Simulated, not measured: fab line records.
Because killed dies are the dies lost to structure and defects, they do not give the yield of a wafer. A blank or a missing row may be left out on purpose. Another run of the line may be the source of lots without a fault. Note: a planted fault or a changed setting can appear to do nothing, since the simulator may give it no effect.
Matching of chambers / flow nand_harc / 4 sister chambers for NHARC_THIN_TSV_DESCUM_35 on rie_diel-02
The step chemistry O2, time 3 s. 14 wafers are shown with their chamber, then 7 later ones without.

== WAFERS, EACH WITH ITS CHAMBER ==
wafer=L413.1; chamber=0; showerhead_plenum_p_Torr (Torr)=2.05; oes_product_au (a.u.)=1.004; chamber_pressure_mTorr (mTorr)=59.94
wafer=L413.4; chamber=3; showerhead_plenum_p_Torr (Torr)=1.78; oes_product_au (a.u.)=1.002; chamber_pressure_mTorr (mTorr)=59.98
wafer=L413.6; chamber=2; showerhead_plenum_p_Torr (Torr)=1.79; oes_product_au (a.u.)=1.019; chamber_pressure_mTorr (mTorr)=60.04
wafer=L416.1; chamber=3; showerhead_plenum_p_Torr (Torr)=1.78; oes_product_au (a.u.)=0.989; chamber_pressure_mTorr (mTorr)=60.01
wafer=L416.3; chamber=2; showerhead_plenum_p_Torr (Torr)=1.78; oes_product_au (a.u.)=1.011; chamber_pressure_mTorr (mTorr)=59.95
wafer=L416.4; chamber=0; showerhead_plenum_p_Torr (Torr)=2.05; oes_product_au (a.u.)=1.008; chamber_pressure_mTorr (mTorr)=59.91
wafer=L418.1; chamber=3; showerhead_plenum_p_Torr (Torr)=1.78; oes_product_au (a.u.)=0.998; chamber_pressure_mTorr (mTorr)=59.95
wafer=L418.5; chamber=0; showerhead_plenum_p_Torr (Torr)=2.05; oes_product_au (a.u.)=1.017; chamber_pressure_mTorr (mTorr)=60.04
wafer=L418.6; chamber=1; showerhead_plenum_p_Torr (Torr)=1.79; oes_product_au (a.u.)=0.997; chamber_pressure_mTorr (mTorr)=60.05
wafer=L419.2; chamber=2; showerhead_plenum_p_Torr (Torr)=1.78; oes_product_au (a.u.)=1.009; chamber_pressure_mTorr (mTorr)=60.09
wafer=L419.3; chamber=0; showerhead_plenum_p_Torr (Torr)=2.05; oes_product_au (a.u.)=1.025; chamber_pressure_mTorr (mTorr)=60.01
wafer=L419.4; chamber=3; showerhead_plenum_p_Torr (Torr)=1.78; oes_product_au (a.u.)=1.014; chamber_pressure_mTorr (mTorr)=60.01
wafer=L433.1; chamber=3; showerhead_plenum_p_Torr (Torr)=1.78; oes_product_au (a.u.)=1.008; chamber_pressure_mTorr (mTorr)=60.06
wafer=L433.2; chamber=0; showerhead_plenum_p_Torr (Torr)=2.04; oes_product_au (a.u.)=1.007; chamber_pressure_mTorr (mTorr)=59.98

SIGNATURES (averages over the wafers above)
reading=showerhead_plenum_p_Torr; chamber 0=2.0480; chamber 1=1.7900; chamber 2=1.7833; chamber 3=1.7800; scatter within a chamber=0.00383
reading=oes_product_au; chamber 0=1.01220; chamber 1=0.99700; chamber 2=1.01300; chamber 3=1.00220; scatter within a chamber=0.00848
reading=chamber_pressure_mTorr; chamber 0=59.9760; chamber 1=60.0500; chamber 2=60.0267; chamber 3=60.0020; scatter within a chamber=0.0526
Rule: a wafer lies at a distance from a chamber equal to the root of the sum of squares, over the readings, of (its reading less the chamber's mean, divided by the reading's scatter). The wafer belongs to the nearest chamber; if the next one is less than 2 further off, it can't be placed. How the scatter is found: for the shown wafers, subtract from each reading the mean of its chamber, square and add these, divide the total by (wafers less chambers), then take the root.

== WAFERS WHOSE CHAMBER IS MISSING ==
wafer=L433.5; showerhead_plenum_p_Torr (Torr)=1.79; oes_product_au (a.u.)=1.013; chamber_pressure_mTorr (mTorr)=59.89
wafer=L435.1; showerhead_plenum_p_Torr (Torr)=1.78; oes_product_au (a.u.)=0.999; chamber_pressure_mTorr (mTorr)=59.99
wafer=L435.4; showerhead_plenum_p_Torr (Torr)=1.78; oes_product_au (a.u.)=1.010; chamber_pressure_mTorr (mTorr)=60.04
wafer=L435.6; showerhead_plenum_p_Torr (Torr)=1.79; oes_product_au (a.u.)=1.018; chamber_pressure_mTorr (mTorr)=60.02
wafer=L436.3; showerhead_plenum_p_Torr (Torr)=1.78; oes_product_au (a.u.)=1.014; chamber_pressure_mTorr (mTorr)=60.07
wafer=L436.4; showerhead_plenum_p_Torr (Torr)=1.79; oes_product_au (a.u.)=1.012; chamber_pressure_mTorr (mTorr)=59.95
wafer=L436.5; showerhead_plenum_p_Torr (Torr)=1.78; oes_product_au (a.u.)=1.010; chamber_pressure_mTorr (mTorr)=59.98

== CHAMBER TAKEN BY EACH ==
wafer=L433.5; from the rows above=can't be placed: 2 or 1 or 3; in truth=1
wafer=L435.1; from the rows above=can't be placed: 3 or 2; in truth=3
wafer=L435.4; from the rows above=can't be placed: 2 or 3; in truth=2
wafer=L435.6; from the rows above=can't be placed: 2 or 1 or 3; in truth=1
wafer=L436.3; from the rows above=can't be placed: 2 or 3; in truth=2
wafer=L436.4; from the rows above=can't be placed: 2 or 1 or 3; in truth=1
wafer=L436.5; from the rows above=can't be placed: 3 or 2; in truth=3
Correct placement for 0 of the 7. These rows do not allow placing 7 (true chamber among the candidates in 7). Number placed wrongly: 0.
